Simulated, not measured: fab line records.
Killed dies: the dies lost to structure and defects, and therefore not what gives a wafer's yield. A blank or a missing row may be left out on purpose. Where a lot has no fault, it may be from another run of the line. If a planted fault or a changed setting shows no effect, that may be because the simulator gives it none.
fab line records    flow n5Finfet
record lots=4  wafers=12  lastDay=16
route steps=1938 shown PMOS_HMC_CHANNEL_EPI@69 FIN_SAQP@90 FIN_CUT@165 BEOL_M4@1111 PASSIVATION@1936
lots that met no fault: taken from a fault-free run of the same line
startH: hours from the record's opening day to when the first of the lot's shown wafers began    waitH: hours elapsed since this lot's preceding step    " the same as in the row above    L1.1+2: several wafers, shown together as one row    - either no value or no given start    * or withheld: withheld    < > ~ a bound
route shown NAME@n: a module of which the file shows steps, and the number in the route of the first    usual: mean/standard deviation of fault-free wafers    same: alike in all rows    chamber/n: place in a boat    sites: per-site readings    _std_site: the values' standard deviation    _edge_site: inner sites' mean taken away from outer sites' mean    radiusMm: for every site, how far away it sits from the centre of the wafer    mask NAME#n: copy n    behind: the last tool/chamber to shape the wafer    hold: the reason the lot was held/the length of the hold in hours/how it ended    device: whichever transistor did not switch (one of n, p or np)    end of line: at the end of the route, the tests of the same wafers    a step given without rows: its recipe and nothing more    killed: not the wafer's yield, but the dies lost to structure and defects at the first sort    map: a wafer's dies, x killed, . not, _ none there
set.NAME: the setting that was run; set.NAME@STEP: the one run at that earlier step    model.NAME: the simulator's own value behind a step, which no gauge read
lots seen at some steps along the route; tables by step, rows by wafer
services: the hour from which a tool's chamber was out of use, counted from the record's first day as startH (under 0 if before that day), plus the number of hours and why
## steps
# step N5_PMOS_HMC_CHANNEL_EPI_ETCH_32
# recipe chemistry=N2/H2  target=BARC  stopOn=SiO2  targetDepthA=858  overEtchFrac=0.3  timeS=50.3  ionEnergyEv=200  maskMaterial=CAR-ArF-block  pressureMtorr=30  sourceW=840  biasW=150  n2FlowSccm=200  h2FlowSccm=200
# step N5_PMOS_HMC_CHANNEL_EPI_HM_OPEN_15
# recipe chemistry=CHF3/O2  target=SiO2  maskMaterial=CAR-ArF-block  targetDepthA=406  CHF3_flow_sccm=50  O2_flow_sccm=5  Ar_flow_sccm=200  timeS=20.3  pressureMtorr=30  sourceW=650  biasW=170  ionEnergyEv=200
# step N5_PMOS_HMC_CHANNEL_EPI_STRIP_33
# recipe chemistry=N2/H2  powerW=500  tempC=40  pressureMtorr=50  rfFrequencyHz=6e+07  overashFraction=0.3  biasPowerW=8  h2Frac=0.5  n2FlowSccm=300  h2FlowSccm=300
# step N5_PMOS_HMC_CHANNEL_EPI_STRIP_17
# recipe chemistry=SPM  timeS=750  tempC=130  h2so4H2o2VolRatio=4  dry=ipaMarangoni
# step N5_PMOS_HMC_CHANNEL_EPI_ETCH_38
# recipe chemistry=CF4  target=SiO2  targetDepthA=15  ionEnergyEv=350  pressureMtorr=10  icpW=800  biasW=400  cf4FlowSccm=80
# step N5_PMOS_HMC_CHANNEL_EPI_FIN_RECESS_16
# recipe chemistry=HBr/Cl2  target=Si  maskMaterial=SiO2  targetDepthA=540  timeS=18  pressureMtorr=10  icpW=800  biasW=75  HBr_flow_sccm=150  Cl2_flow_sccm=80
# step N5_PMOS_HMC_CHANNEL_EPI_PRECLEAN_36
# recipe chemistry=O3/DIW  timeS=45  tempC=22  o3Ppm=10
# step N5_PMOS_HMC_CHANNEL_EPI_PRECLEAN_18
# recipe chemistry=DHF  timeS=30  tempC=25  dilution=withheld
# step N5_PMOS_HMC_CHANNEL_EPI_SRD_19
# recipe dry=ipaMarangoni  doPpb=5  timeS=30  tempC=23  rinseLiquid=diw
# step N5_PMOS_HMC_CHANNEL_EPI_EPI_20
# recipe material=SiGe30  maskMaterial=SiO2  pressureTorr=20  targetThkA=590  tempC=600
# step N5_PMOS_HMC_CHANNEL_EPI_HM_STRIP_35
# recipe chemistry=dHF  tempC=25  material=SiO2  target=SiO2  targetDepthA=396  timeS=216
# step N5_PMOS_HMC_CHANNEL_EPI_SRD_39
# recipe dry=ipaMarangoni  timeS=30  tempC=23  rinseLiquid=diw
# step N5_PMOS_HMC_CHANNEL_EPI_CMP_21
# recipe material=SiGe30  postCmpClean=alkalineBrush  targetThkNm=54
# usual motorCurrentA=12.0/0.86  padLifeWafers=709/580  retainingRingPressureFrac=0.999/0.0052
lot.wafer  tool    chamber  startH  waitH  motorCurrentA  padLifeWafers  retainingRingPressureFrac
L457.2     cmp-04  0        27.46   0.1    12.0           1880           1.001
L457.4     "       1        "       "      12.1           1881           0.999
L457.5     "       2        "       "      13.1           -              1.011
L466.3     cmp-04  0        80.28   0.1    11.9           254            1.002
L466.1     "       1        "       "      12.0           255            1.001
L466.6     "       2        "       "      12.8           -              1.009
L467.3     cmp-04  0        86.44   0.0    11.3           312            0.997
L467.1     "       1        "       "      12.0           313            1.001
L467.5     "       1        "       "      11.8           -              1.000
L475.2     cmp-01  1        139.33  0.1    10.4           871            1.004
L475.3     "       2        "       "      10.9           872            0.999
L475.5     "       0        "       "      12.6           -              1.009
# step N5_PMOS_HMC_CHANNEL_EPI_PRECLEAN_40
# recipe chemistry=DHF  timeS=30  tempC=25  dilution=withheld
# step N5_PMOS_HMC_CHANNEL_EPI_PRECLEAN_37
# recipe chemistry=O3/DIW  timeS=45  tempC=22  o3Ppm=10
# step N5_PMOS_HMC_CHANNEL_EPI_PRECLEAN_24
# recipe chemistry=DHF  timeS=30  tempC=25  dilution=withheld
# step N5_PMOS_HMC_CHANNEL_EPI_SRD_25
# recipe dry=ipaMarangoni  doPpb=5  timeS=30  tempC=23  rinseLiquid=diw
# step N5_PMOS_HMC_CHANNEL_EPI_EPI_26
# recipe material=Si  targetThkA=38  tempC=650  precursor=SiH4/H2  pressureTorr=20  timeS=22.7
# step N5_PMOS_HMC_CHANNEL_EPI_INSPECT_30
# recipe inspectInstrument=darkfield  mode=postEpi
# usual rawDefectCount=18/5.3
lot.wafer  tool              chamber  startH  waitH  rawDefectCount
L457.2     defectInspect-01  -        28.16   0.0    24
L457.4     "                 -        "       "      21
L457.5     "                 -        "       "      14
L466.1     defectInspect-02  -        80.98   0.0    486
L466.3     "                 -        "       "      548
L466.6     "                 -        "       "      498
L467.1     defectInspect-02  -        87.21   0.0    506
L467.3     "                 -        "       "      530
L467.5     "                 -        "       "      529
L475.2     defectInspect-01  -        140.72  0.0    12
L475.3     "                 -        "       "      17
L475.5     "                 -        "       "      18
# step N5_FIN_SAQP_PRECLEAN_42
# recipe chemistry=O3/DIW  timeS=60  tempC=22  o3Ppm=10
# step N5_FIN_SAQP_PRECLEAN_00
# recipe chemistry=SC1  timeS=60  tempC=55  mix=1:2:50
# step N5_FIN_SAQP_PRECLEAN_44
# recipe chemistry=SC2  timeS=45  tempC=35  mix=1:1:50
# step N5_FIN_SAQP_SRD_01
# recipe dry=ipaMarangoni  timeS=30  tempC=23  rinseLiquid=diw
# step N5_FIN_SAQP_ALD_61
# recipe material=SiO2  targetThkA=40  tempC=300  aldPrecursorFamily=BDEAS  aldCoReactant=O2-plasma  pulseTimeS=1  purgeTimeS=2  coReactantPurgeTimeS=2  aldCycles=43  pressureTorr=2
# step N5_FIN_SAQP_DENSIFY_62
# recipe tempC=700  timeS=60  ambient=N2  idleTempC=600  rampUpCPerS=150  rampDownCPerS=60  coolToC=600
# step N5_FIN_SAQP_HM_DEP_03
# recipe material=SiNx  targetThkA=380  tempC=400  precursor=SiH4/NH3/N2  pressureTorr=1.5  rfW=300  timeS=33.6
# step N5_FIN_SAQP_PECVD_47
# recipe material=a-Si  targetThkA=450  tempC=400  precursor=SiH4/He  pressureTorr=3  rfW=100  timeS=36.3
# step N5_FIN_SAQP_PECVD_48
# recipe material=SiNx  targetThkA=250  tempC=400  precursor=SiH4/NH3/N2  pressureTorr=1.5  rfW=300  timeS=22.1
# step N5_FIN_SAQP_PECVD_06
# recipe material=a-Si  targetThkA=600  tempC=400  precursor=SiH4/He  pressureTorr=3  rfW=100  timeS=48.1
# step N5_FIN_SAQP_HM_DEP_72
# recipe material=SiO2  targetThkA=120  tempC=400  precursor=SiH4/N2O  pressureTorr=0.75  rfW=275  timeS=7.2
# step N5_FIN_SAQP_COAT_49
# recipe resist=SOC  tempC=250  timeS=60  spinRpm=1500  resistThkNm=100
# step N5_FIN_SAQP_COAT_50
# recipe resist=SiARC  tempC=220  timeS=60  spinRpm=1500  resistThkNm=35
# step N5_FIN_SAQP_COAT_10
# recipe resist=CAR-ArF  spinRpm=1500  resistThkNm=90
# step N5_FIN_SAQP_EBR_12
# recipe solvent=PGMEA  ebrWidthMm=1.5
# step N5_FIN_SAQP_SOFTBAKE_11
# recipe tempC=110  timeS=60  resist=CAR-ArF
# step N5_FIN_SAQP_EXPOSE_13
# recipe maskId=FIN_CORE  na=1.35  sourceShape=dipole  sigmaInner=0.538  sigmaOuter=0.738  polarization=te  targetCdNm=35.6  doseMj=63.25
# step N5_FIN_SAQP_PEB_14
# recipe pebTempC=withheld  pebTimeS=60  resist=CAR-ArF
# step N5_FIN_SAQP_DEVELOP_15
# recipe developTimeS=30  developer=TMAH  resist=CAR-ArF  devTempC=23  rinseLiquid=diw  dry=airSpin
# step N5_FIN_SAQP_INSPECT_18
# recipe mode=adi  inspectInstrument=brightfield
# usual rawDefectCount=400/110
lot.wafer  tool              chamber  startH  waitH  rawDefectCount
L457.2     defectInspect-02  -        29.59   0.0    545
L457.4     "                 -        "       "      538
L457.5     "                 -        "       "      322
L466.1     defectInspect-02  -        82.54   0.0    846
L466.3     "                 -        "       "      885
L466.6     "                 -        "       "      721
L467.1     defectInspect-01  -        89.30   0.0    758
L467.3     "                 -        "       "      861
L467.5     "                 -        "       "      887
L475.2     defectInspect-02  -        142.10  0.0    339
L475.3     "                 -        "       "      239
L475.5     "                 -        "       "      339
# step N5_FIN_SAQP_INSPECT_40
# recipe inspectInstrument=brightfield  mode=aei
# usual rawDefectCount=212/53
lot.wafer  tool              chamber  startH  waitH  rawDefectCount
L457.2     defectInspect-02  -        33.95   0.0    241
L457.4     "                 -        "       "      278
L457.5     "                 -        "       "      247
L466.1     defectInspect-01  -        88.08   0.0    704
L466.3     "                 -        "       "      734
L466.6     "                 -        "       "      699
L467.1     defectInspect-02  -        96.08   0.0    630
L467.3     "                 -        "       "      713
L467.5     "                 -        "       "      640
L475.2     defectInspect-02  -        146.47  0.0    144
L475.3     "                 -        "       "      141
L475.5     "                 -        "       "      146
# step N5_FIN_CUT_INSPECT_10
# recipe mode=adi  inspectInstrument=brightfield
# usual rawDefectCount=40/9.9
lot.wafer  tool              chamber  startH  waitH  rawDefectCount
L457.2     defectInspect-02  -        34.35   0.0    37
L457.4     "                 -        "       "      35
L457.5     "                 -        "       "      37
L466.1     defectInspect-01  -        88.59   0.1    527
L466.3     "                 -        "       "      571
L466.6     "                 -        "       "      518
L467.1     defectInspect-01  -        96.59   0.1    528
L467.3     "                 -        "       "      559
L467.5     "                 -        "       "      539
L475.2     defectInspect-01  -        146.98  0.0    33
L475.3     "                 -        "       "      33
L475.5     "                 -        "       "      38
# step N5_BEOL_M4_RC_MEAS_101
# usual DIBL_N=35.9/1.4  DIBL_P=35.9/1.7  IOFF_N=0.155/0.023  IOFF_P=0.201/0.029  ION_N=672/8.8  ION_P=460/7  SS_N=71.6/0.48  SS_P=73.1/0.64  VT_N=250.0/3  VT_P=-251.6/3
lot.wafer  tool       chamber  startH  waitH  DIBL_N[mV/V]  DIBL_P[mV/V]  IOFF_N[nA/um]  IOFF_P[nA/um]  ION_N[uA/um]  ION_P[uA/um]  SS_N[mV/dec]  SS_P[mV/dec]  VT_N[mV]  VT_P[mV]
L457.2     prober-02  0        173.10  0.2    35.9          35.7          0.154          0.217          671           463           71.3          72.8          249.9     -249.3
L457.4     "          0        "       "      37.4          38.3          0.190          0.258          680           468           71.8          72.9          246.4     -244.6
L457.5     "          0        "       "      35.1          34.7          0.142          0.203          663           465           71.0          72.5          253.2     -247.8
L466.1     prober-01  0        243.82  0.0    35.9          35.8          0.146          0.187          671           458           71.1          72.8          252.1     -251.9
L466.3     "          0        "       "      36.0          36.4          0.143          0.201          663           455           71.4          73.1          251.7     -249.7
L466.6     "          0        "       "      36.2          36.6          0.152          0.203          666           455           71.4          72.5          253.6     -251.7
L467.1     prober-01  0        248.38  0.0    35.2          37.6          0.181          0.236          675           470           71.9          73.9          246.2     -250.2
L467.3     "          0        "       "      33.8          36.1          0.148          0.212          672           468           72.0          72.9          249.1     -249.2
L467.5     "          0        "       "      34.0          36.5          0.150          0.210          680           467           71.3          72.2          249.6     -248.4
L475.2     prober-01  0        287.10  0.2    34.0          34.7          0.131          0.174          676           460           71.5          72.6          251.9     -253.8
L475.3     "          0        "       "      35.0          36.3          0.146          0.193          669           458           71.9          73.5          250.7     -253.0
L475.5     "          0        "       "      34.5          34.6          0.133          0.170          661           452           71.6          72.5          252.8     -253.6
# step N5_PASSIVATION_PROBE_49
# usual defectLimitedYield=91.7/1.5  killed_at_M0_to_M3=30/8.6  killed_at_M4_up=12/4.5  killedAtContacts=13/5.8  killedAtFrontEnd=38/11  killedAtOther=4/3  killedDies=97/17  killedOnRim=13/3.6  killedOpen=63/12  killedShort=32/8.8  sort_bin_5_function=4.8/0.91  sort_bin_6_memory=3.1/0.68  sortNPass=1083/17  sortYieldPct=91.7/1.5
# same grossDies=1180  killedAtBackSide=0  sort_bin_4_leakage[%]=0  sort_bin_8_speed[%]=0
lot.wafer  tool       chamber  startH  waitH  defectLimitedYield[%]  killed_at_M0_to_M3  killed_at_M4_up  killedAtContacts  killedAtFrontEnd  killedAtOther  killedDies  killedOnRim  killedOpen  killedShort  sort_bin_5_function[%]  sort_bin_6_memory[%]  sortNPass  sortYieldPct[%]
L466.1     prober-01  -        343.85  0.0    59.5                   33                  8                17                419               1              478         60           57          58           26.8                    12.0                  702        59.5
L466.3     prober-01  -        343.95  0.1    57.1                   46                  13               16                430               1              506         67           71          36           26.6                    13.1                  674        57.1
L466.6     prober-01  -        344.10  0.3    60.7                   32                  9                10                408               5              464         57           64          40           24.2                    12.5                  716        60.7
L467.1     prober-02  -        357.00  0.0    62.0                   22                  4                14                408               0              448         63           58          24           25.2                    10.8                  732        62.0
L467.3     prober-02  -        357.10  0.1    60.4                   26                  11               12                418               0              467         58           51          28           24.7                    11.4                  713        60.4
L467.5     prober-02  -        357.20  0.2    60.5                   20                  12               8                 426               0              466         60           38          21           24.7                    12.7                  714        60.5
L475.3     prober-02  -        391.11  0.1    92.6                   34                  11               4                 31                7              87          11           61          22           4.4                     2.9                   1093       92.6
# killed by level:class
L466.1 PMOS_HMC_CHANNEL_EPI:unspecified=363 FIN_SAQP:geometricParticle:short=30 MOL_CONTACT_COAG:geometricParticle:open=14 FIN_SAQP:geometricParticle:open=12 BEOL_M0_SAQP:geometricParticle:short=11 BEOL_M2:geometricParticle:open=6 BEOL_M0_SAQP:geometricParticle:open=6 ILD0:geometricParticle:open=4
L466.3 PMOS_HMC_CHANNEL_EPI:unspecified=395 MOL_CONTACT_COAG:geometricParticle:open=13 BEOL_M0_SAQP:geometricParticle:short=12 BEOL_M0_SAQP:geometricParticle:open=9 BEOL_M3:geometricParticle:open=8 BEOL_M2:geometricParticle:open=6 FIN_SAQP:geometricParticle:short=4 FIN_SAQP:geometricParticle:open=4
L466.6 PMOS_HMC_CHANNEL_EPI:unspecified=360 FIN_SAQP:geometricParticle:short=19 BEOL_M0_SAQP:geometricParticle:open=10 BEOL_M0_SAQP:geometricParticle:short=8 FIN_SAQP:geometricParticle:open=7 MOL_CONTACT_COAG:geometricParticle:open=6 BEOL_M2:geometricParticle:open=5 MOL_CONTACT_COAG:geometricParticle:short=4
L467.1 PMOS_HMC_CHANNEL_EPI:unspecified=366 FIN_SAQP:geometricParticle:open=12 MOL_CONTACT_COAG:geometricParticle:open=11 DUMMY_GATE:geometricParticle:open=10 BEOL_M3:geometricParticle:open=10 FIN_SAQP:geometricParticle:short=6 STARTING-WAFER:geometricParticle:short=5 MOL_CONTACT_COAG:geometricParticle:short=3
L467.3 PMOS_HMC_CHANNEL_EPI:unspecified=386 FIN_SAQP:geometricParticle:open=13 MOL_CONTACT_COAG:geometricParticle:open=9 BEOL_M0:geometricParticle:short=7 STI_FIN_REVEAL:geometricParticle:open=5 BEOL_M0_SAQP:geometricParticle:open=5 DUMMY_GATE:geometricParticle:open=4 MOL_CONTACT_COAG:geometricParticle:short=3
L467.5 PMOS_HMC_CHANNEL_EPI:unspecified=406 MOL_CONTACT_COAG:geometricParticle:open=8 DUMMY_GATE:geometricParticle:open=6 BEOL_M0_SAQP:geometricParticle:short=6 BEOL_M3:geometricParticle:open=4 BEOL_M4:geometricParticle:short=4 STI_FIN_REVEAL:geometricParticle:open=3 BEOL_M6:geometricParticle:open=3
L475.3 FIN_SAQP:geometricParticle:open=9 BEOL_M0_SAQP:geometricParticle:short=7 BEOL_M2:geometricParticle:open=7 STI_FIN_REVEAL:geometricParticle:open=6 BEOL_M0_SAQP:geometricParticle:open=6 BEOL_M0:geometricParticle:short=5 GATE_CUT:geometricParticle:open=4 MOL_CONTACT_COAG:geometricParticle:open=4
# map L466.3 (x killed, . not)
_________________x.x..x...x..________________
______________..xx...xxx.x.x.x.._____________
___________xx..x...x..x...xxxxx..x.__________
__________xxxx..x.x.x.xxx.xxx.x...x._________
________xx.x..xx.........xx..x.x.....x_______
_______x.x..x....xx...x.x....xx.x...xxx______
______xx..xx.xxx.x..xx.xxxxx..xx..xxx.x._____
_____xx.......x.x..x.xxxxxx.x....x.xx.xxx____
____xx.x..x....x.xxx...xx.xx.x..x..xx..x.x___
___.xx.....xx..x.xx..xxxxx...x..x.x.x.xxxx.__
___.xx.xxx.xx..x..xxx..xxx...x.x.....xx.x..__
__xxx....xx.xxx.x....x.x....xx......x..x.xx._
__x.x..x...x..xxx.x.x......xx...x....xx..x.x_
_x..xxxx..x......xx.x.xx.....x.....xxx.xx...x
_x..x...x.xxxxxx..xxx...xx.xx.xxxx..xx..x..x.
_...xx...xxxxx...xxxx......x.xxx..x......x...
_.x....xxxx.x.x.xx.x.....x..xx...x..xx.x.x...
_.x........x..xx..xx..x.....xxx...x..x..xxxx.
_.x..x.x..x..xx.xx....x.x.xx..x..xx..x..x.xxx
_x.xxx.x..xxxxx.....x..x..x.x..x.x...x.x.xx..
_..x....x...xx...x..x....x..xxxxxx.xxx..xxx.x
__x..xx.x...x..x..x.x....xx...xx...x...x...x_
__...x..xxxx.xx.x....x...x.....xxx..xx..xxx._
___x.xx....x.xxx.x....x..xx...xx...xx.x.x.x__
___.xx.xxxx.xx.xxx.xx.x.xx.xx....x.x..x...x__
____.xx..x.x.xx..x.xx..x.xx.xx........xx..___
_____..x...x..x.xx..x....xxx.....xxx.....____
______.xxxx.xx..x..x....x.x.xx......x..x_____
_______.x.....x.......x..xxx.x.xx.x.x..______
________.xx..x.x....x.........x.x..xx._______
__________.x.x....xx.x..xx.x..x.x..._________
___________.......x.x..x.x....x...x__________
______________...x..xxx....x..x._____________
_________________xxx.x..x..x.________________
# map L467.3 (x killed, . not)
_________________....xx...x..________________
______________..x....xx..xx.xx.x_____________
___________xx.xxx..xxx.xx.....x....__________
__________x.x..x...xx.x.xxxx.......x_________
________.x.x....xx..x..x.xx....x.x.x.._______
_______....xx..x.....x..x.xx..x.x......______
______..x.xx.xx......x...x....x..xxx...._____
_____x..xxxxx....x...xxx...x.x.x....xxx..____
____x.x....x..........xx.x.x.xxx.x.x...x..___
___xxx.xx..x.x.x..xx...xx.xx..x..x.x..xx...__
___.x....xxxx.xx.xx...x.....xxx.x.x...x...x__
__.x.xxxx.x.x..xxx.x.xxxx.xx....x.xx..xx.xx._
__x.xx...xx.x.x......xx..x..xx..xx....x...xx_
_....x....xx..x.....x.xx...xx..x...xx.....x..
_x...xxx.xx.x....x.....x..x.x.x..x......x..x.
_xx.xx.x..x...x..x.xxxxxxxx.x.x..x.x.xxx.xx.x
_xxxxx..x.......x....x.....x..x..x...xx...x..
_..x..xx.x.x...x..xx.xx..xx.x.x.xxx.xxx.xx...
_.x..x.x....x...x.xxxx...x..xx.x.x...x.....xx
_x.x.xx..xx......xx.xx.x..xxxxx...xx..x......
_x..xx.x..xx..x.x.xx.x...x....xx.x......x...x
__x.xx..xx.x...x..xx..x..x..x..xxxxxxx.x..xx_
__.xx.xx..x..xx..x.x..xx...........x.......x_
___..x...x..xxx..xxx.....xx......x......x..__
___..x...x.....xx.xx.x.xx.xx...x....x..x.x.__
____.xx...xx...xx.x.xx...xx..xx..xx......x___
_____.x..x.x....x..x..xx....xx...xx.x....____
______.x.xx.x...x..x.xxx.....xxx.x....x._____
_______..xx.x.xxx..x..x....x.xx.x.x.xxx______
________.x....xxx...xxx......x..x..x.x_______
__________x.....xx.x.xxx....x.....xx_________
___________.xx..........x..x.x...x.__________
______________..x..x........xxx._____________
_________________x........x..________________
## services
tool    chamber  startH  hours  kind
cmp-01  -        18.50   7.1    pm
cmp-01  -        25.61   4.0    pm
cmp-01  -        29.61   -      consumableReplace:conditioner
cmp-01  -        29.61   -      consumableReplace:pad
cmp-04  -        45.85   4.0    pm
cmp-04  -        49.85   -      consumableReplace:conditioner
cmp-04  -        49.85   -      consumableReplace:pad
cmp-04  -        90.72   1.4    repair
cmp-01  -        91.32   4.6    pm
cmp-01  -        120.55  1.3    repair
## key
firstSign step=N5_PMOS_HMC_CHANNEL_EPI_INSPECT_30  reading=rawDefectCount  direction=up  sigmas=94  usual=18  struck=516
effect step=N5_FIN_SAQP_INSPECT_18  reading=rawDefectCount  direction=up  sigmas=3.8  usual=400  struck=826
effect step=N5_FIN_SAQP_INSPECT_40  reading=rawDefectCount  direction=up  sigmas=9  usual=212  struck=687
effect step=N5_FIN_CUT_INSPECT_10  reading=rawDefectCount  direction=up  sigmas=51  usual=40  struck=540
effect step=N5_PASSIVATION_PROBE_49  reading=killedAtFrontEnd  direction=up  sigmas=34  usual=38  struck=418
moreKillsBornAt N5_PMOS_HMC_CHANNEL_EPI_CMP_21@cmp-04=2276
metAt N5_PMOS_HMC_CHANNEL_EPI_CMP_21
struckWafers L466.1,L466.3,L466.6,L467.1,L467.3,L467.5
onsetBetween 27.46 80.28
fault kind=chamberParticleSource  tool=cmp-04  chamber=-  onsetH=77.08  steps=N5_PMOS_HMC_CHANNEL_EPI_CMP_21  ratePerVisitCm2=0.76388  endH=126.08
